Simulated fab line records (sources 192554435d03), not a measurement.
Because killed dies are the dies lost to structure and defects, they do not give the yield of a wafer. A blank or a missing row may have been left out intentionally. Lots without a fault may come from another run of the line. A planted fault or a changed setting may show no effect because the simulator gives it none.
Which tool did it? / flow n5_finfet / 12 lots, 36 wafers sampled, at 4 steps of a route of 1938

WHAT EACH GAUGE READ, for each wafer
N5_BEOL_M5_INSPECT_58: inspects for defects (darkfield).
lot=L075; measured=day 9 17:18; on=defect_inspect-01; raw_defect_count=79 58 70
lot=L077; measured=day 11 16:54; on=defect_inspect-01; raw_defect_count=93 123 77
lot=L080; measured=day 12 12:47; on=defect_inspect-02; raw_defect_count=84 54 51
lot=L082; measured=day 13 01:33; on=defect_inspect-02; raw_defect_count=61 57 38
lot=L084; measured=day 13 18:37; on=defect_inspect-01; raw_defect_count=104 62 87
lot=L087; measured=day 13 23:25; on=defect_inspect-02; raw_defect_count=139 97 60
lot=L076; measured=day 14 11:01; on=defect_inspect-01; raw_defect_count=131 107 81
lot=L090; measured=day 14 15:11; on=defect_inspect-02; raw_defect_count=60 124 84
lot=L088; measured=day 15 16:39; on=defect_inspect-01; raw_defect_count=97 105 66
lot=L094; measured=day 15 18:00; on=defect_inspect-02; raw_defect_count=96 58 54
lot=L095; measured=day 15 22:26; on=defect_inspect-01; raw_defect_count=63 55 41
lot=L097; measured=day 16 03:07; on=defect_inspect-02; raw_defect_count=117 98 64

WHAT TOOL EACH LOT RAN ON (gives the tool, then ch and the chambers of the sampled wafers, and finally the start)
lot=L075; N5_BEOL_M5_ANNEAL_84=pvd_sputter-02, day 9 14:07; N5_BEOL_M5_CMP_52=cmp-02 ch 0,1,2, day 9 16:46; N5_BEOL_M5_CO_CAP_78=cvd_co-02 ch 0,1, day 9 17:05
lot=L077; N5_BEOL_M5_ANNEAL_84=pvd_sputter-02, day 11 13:38; N5_BEOL_M5_CMP_52=cmp-02 ch 0,2,3, day 11 16:20; N5_BEOL_M5_CO_CAP_78=cvd_co-01 ch 0,1,2, day 11 16:43
lot=L080; N5_BEOL_M5_ANNEAL_84=pvd_sputter-01, day 12 09:35; N5_BEOL_M5_CMP_52=cmp-04 ch 0,2,3, day 12 12:15; N5_BEOL_M5_CO_CAP_78=cvd_co-01 ch 0,1, day 12 12:32
lot=L082; N5_BEOL_M5_ANNEAL_84=pvd_sputter-03, day 12 22:21; N5_BEOL_M5_CMP_52=cmp-04 ch 0,1,2, day 13 00:56; N5_BEOL_M5_CO_CAP_78=cvd_co-02 ch 1,2, day 13 01:19
lot=L084; N5_BEOL_M5_ANNEAL_84=pvd_sputter-01, day 13 15:26; N5_BEOL_M5_CMP_52=cmp-03 ch 0,1,3, day 13 18:05; N5_BEOL_M5_CO_CAP_78=cvd_co-02 ch 0,1,2, day 13 18:25
lot=L087; N5_BEOL_M5_ANNEAL_84=pvd_sputter-01, day 13 19:52; N5_BEOL_M5_CMP_52=cmp-03 ch 0,3, day 13 22:40; N5_BEOL_M5_CO_CAP_78=cvd_co-02 ch 0,2, day 13 23:12
lot=L076; N5_BEOL_M5_ANNEAL_84=pvd_sputter-02, day 14 07:44; N5_BEOL_M5_CMP_52=cmp-03 ch 0,2, day 14 10:22; N5_BEOL_M5_CO_CAP_78=cvd_co-02 ch 1,2, day 14 10:47
lot=L090; N5_BEOL_M5_ANNEAL_84=pvd_sputter-01, day 14 11:54; N5_BEOL_M5_CMP_52=cmp-02 ch 0,2,3, day 14 14:38; N5_BEOL_M5_CO_CAP_78=cvd_co-01 ch 0,1, day 14 14:58
lot=L088; N5_BEOL_M5_ANNEAL_84=pvd_sputter-01, day 15 13:25; N5_BEOL_M5_CMP_52=cmp-02 ch 2,3, day 15 16:01; N5_BEOL_M5_CO_CAP_78=cvd_co-02 ch 0,2, day 15 16:25
lot=L094; N5_BEOL_M5_ANNEAL_84=pvd_sputter-03, day 15 14:46; N5_BEOL_M5_CMP_52=cmp-03 ch 0,2,3, day 15 17:22; N5_BEOL_M5_CO_CAP_78=cvd_co-02 ch 0,2, day 15 17:46
lot=L095; N5_BEOL_M5_ANNEAL_84=pvd_sputter-02, day 15 19:10; N5_BEOL_M5_CMP_52=cmp-03 ch 2,3, day 15 21:50; N5_BEOL_M5_CO_CAP_78=cvd_co-01 ch 0,1,2, day 15 22:12
lot=L097; N5_BEOL_M5_ANNEAL_84=pvd_sputter-01, day 15 23:38; N5_BEOL_M5_CMP_52=cmp-04 ch 0,1, day 16 02:35; N5_BEOL_M5_CO_CAP_78=cvd_co-01 ch 0,2, day 16 02:55
- N5_BEOL_M5_ANNEAL_84: time 1800 s.
- N5_BEOL_M5_CMP_52: polishes, stops on SiCOH lowk, t overpolish 6.9 s, target thk 62 nm.
- N5_BEOL_M5_CO_CAP_78: material Co, precursor CCTBA/H2, target thk 2 nm, time 102.1 s.

THE ANSWER, worked out from the rows above alone
Rule: what is usual is taken from the lots themselves. Put in order of their means at a reading, lots are off if they are a third of the lots or fewer, leave a main group of 4 or more, and stand apart from it by a gap of 3 or more times the standard deviation of the main group's means; of several such gaps the widest counts. Not used: any main group whose means are identical at the precision the tables above print for the reading. Also off: a lot with no number at a reading for which 4 or more lots have one. The other lots that the step has rows for count as sound.
Nothing can be told from this: no lot is off at any reading shown.

WHAT HAD BEEN PUT IN BY THE SIMULATOR
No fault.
